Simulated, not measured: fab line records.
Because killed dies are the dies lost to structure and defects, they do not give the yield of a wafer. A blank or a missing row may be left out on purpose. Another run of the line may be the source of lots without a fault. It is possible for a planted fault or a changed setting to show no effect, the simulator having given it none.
A lot that was struck, set against a sound lot	flow n5Finfet	16 steps out of a route of 1938
Sound: wafers L930.2, L930.3, L930.6. Struck: wafer L942.2. (L942.4 of the same lot was not struck and is left out.) The cause comes at the end.
For every step that has rows: the tool of each side, followed by ch and its chambers, followed by its first start. Under that, the readings that differ: sound wafers	struck wafers	difference of the means	sigmas: that difference in standard deviations of wafers without a fault.
alike: readings with means less than 2 such deviations apart, plus words and numbers identical on both sides. not compared: withheld readings, readings lacking a value on some wafer, bounds such as >300 that could conceal the same value, and numbers that have no deviation in the record and whose values overlap.
A row with sigmas, a row that says differs or no value, or rows on one side alone: a step with any of these is where the two part. Numbers that have no deviation but don't overlap get no sigmas and don't part them. A reading missing from all wafers of one side parts the sides only when that side holds two or more wafers.

first, 6 steps without rows for these wafers: N5_BEOL_M0_DEGAS_112 (time 60 s); N5_BEOL_M0_PRE_CLEAN_113 (time 30 s); N5_BEOL_M0_ALD_136 (deposits TaN, pulse time 2 s, purge time 3 s, co reactant purge time 2 s); N5_BEOL_M0_SURFACE_TREAT_137; N5_BEOL_M0_CVD_115 (deposits Co from CCTBA/H2, time 120 s); N5_BEOL_M0_SPUTTER_116 (material Cu, target thk 4 nm, time 7.37 s).
N5_BEOL_M0_ANNEAL_117: time 60 s.
  struck on pvdSputter-03, day 9 00:58; sound on pvdSputter-02, day 5 23:46
reading	sound	struck	difference	sigmas
heaterPowerW (W)	752 790 815	977	+191	+2
N5_BEOL_M0_SPUTTER_132: material Cu, target thk 4 nm, time 7.37 s.
  struck on pvdSputter-03, day 9 01:01; sound on pvdSputter-02, day 5 23:49
  alike: chuckGasFlowSccm, throttleValvePct
then, 1 step without rows for these wafers: N5_BEOL_M0_ANNEAL_133 (time 60 s).
N5_BEOL_M0_SPUTTER_134: material Cu, target thk 4 nm, time 7.37 s.
  struck on pvdSputter-03, day 9 01:08; sound on pvdSputter-02, day 5 23:56
  alike: chuckGasFlowSccm, throttleValvePct
N5_BEOL_M0_ANNEAL_135: time 60 s.
  struck on pvdSputter-03, day 9 01:13; sound on pvdSputter-02, day 6 00:01
reading	sound	struck	difference	sigmas
heaterPowerW (W)	759 821 845	978	+170	+2
N5_BEOL_M0_SPUTTER_141: material Cu, target thk 4 nm, time 7.37 s.
  struck on pvdSputter-03, day 9 01:15; sound on pvdSputter-02, day 6 00:03
  alike: chuckGasFlowSccm, throttleValvePct
N5_BEOL_M0_ECD_118: material Cu, target thk 300 nm.
  sound on ecdCu-02 ch 0,1, day 6 00:10; struck on ecdCu-01 ch 1, day 9 01:22
reading	sound	struck	difference	sigmas
model.Cu_of_BEOL_M0_ECD_118.thkNm (nm)	299.2 303.4 302	585.2	+283.7	
then, 1 step without rows for these wafers: N5_BEOL_M0_ANNEAL_119 (time 90 s).
N5_BEOL_M0_CMP_120: polishes, stops on SiOC, t overpolish 6.9 s.
  sound on cmp-02 ch 0,1,2, day 6 00:37; struck on cmp-03 ch 1, day 9 01:47
reading	sound	struck	difference	sigmas
timeToEndpointS (s)	60.8 63.5 60.6	119.3	+57.7	+21
  alike: headPressurePsi, motorCurrentA, retainingRingPressureFrac, slurryFlowMlMin
  not compared: padLifeWafers
-- record jumps: 2 days separate the struck wafers' starts on either side; left off in module BEOL_M0, taken up again in module BEOL_M4, whose first shown step is the route's number 1111 --
N5_BEOL_M4_RC_MEAS_101:
  sound on prober-02 ch 0, day 7 20:58; struck on prober-02 ch 0, day 11 05:46
  alike: DIBL_N, DIBL_P, IOFF_N, IOFF_P, ION_N, ION_P, SS_N, SS_P, VT_N, VT_P

WHERE THEY PART
Earliest at N5_BEOL_M0_ANNEAL_117; latest, in this record, at N5_BEOL_M0_CMP_120. Later steps at which nothing parts them and some readings are alike: N5_BEOL_M4_RC_MEAS_101.

WHY: what had been put in by the simulator
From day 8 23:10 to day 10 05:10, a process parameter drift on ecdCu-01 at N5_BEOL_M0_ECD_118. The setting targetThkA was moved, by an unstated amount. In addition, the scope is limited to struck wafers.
